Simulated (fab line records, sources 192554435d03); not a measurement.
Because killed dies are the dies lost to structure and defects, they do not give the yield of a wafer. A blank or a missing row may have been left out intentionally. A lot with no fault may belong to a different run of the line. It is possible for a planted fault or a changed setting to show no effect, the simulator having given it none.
Matching of chambers ; flow n5 finfet ; N5_BEOL_M1_ETCH_63 on rie diel-06 has 4 sister chambers
The step etches SiARC in CF4, target depth 15.6 nm, time 26 s. 4 wafers are shown with their chamber, then 7 later ones without.

== EACH WAFER AND ITS CHAMBER ==
wafer;chamber;showerhead plenum p Torr (Torr)
L079.4;2;2.12
L086.4;1;2.23
L091.1;3;2.17
L091.4;0;2.15

== WAFERS WHOSE CHAMBER IS MISSING ==
wafer;showerhead plenum p Torr (Torr)
L091.5;2.12
L093.1;2.22
L093.3;2.17
L093.4;2.11
L096.1;2.11
L096.2;2.22
L096.3;2.17

== THE CHAMBER EACH PASSED THROUGH ==
wafer;from the rows above;in truth
L091.5;2;2
L093.1;1;1
L093.3;3;3
L093.4;2;2
L096.1;2;2
L096.2;1;1
L096.3;3;3
Correct placement for 7 of the 7. Left unplaced by these rows: 0. Wrongly placed: 0.
How it was worked out, from the rows above alone: a wafer's distance from a chamber is the root of the sum, over the readings, of the square of ((its reading less the chamber's mean) divided by the reading's scatter). The wafer belongs to the nearest chamber; if the next one is less than 2 further off, it can't be placed. Each chamber's mean is taken over the wafers shown for it. The scatter (one wafer shown for each chamber): square how far every hidden wafer sits from the nearest shown wafer, average those squares and take the square root.
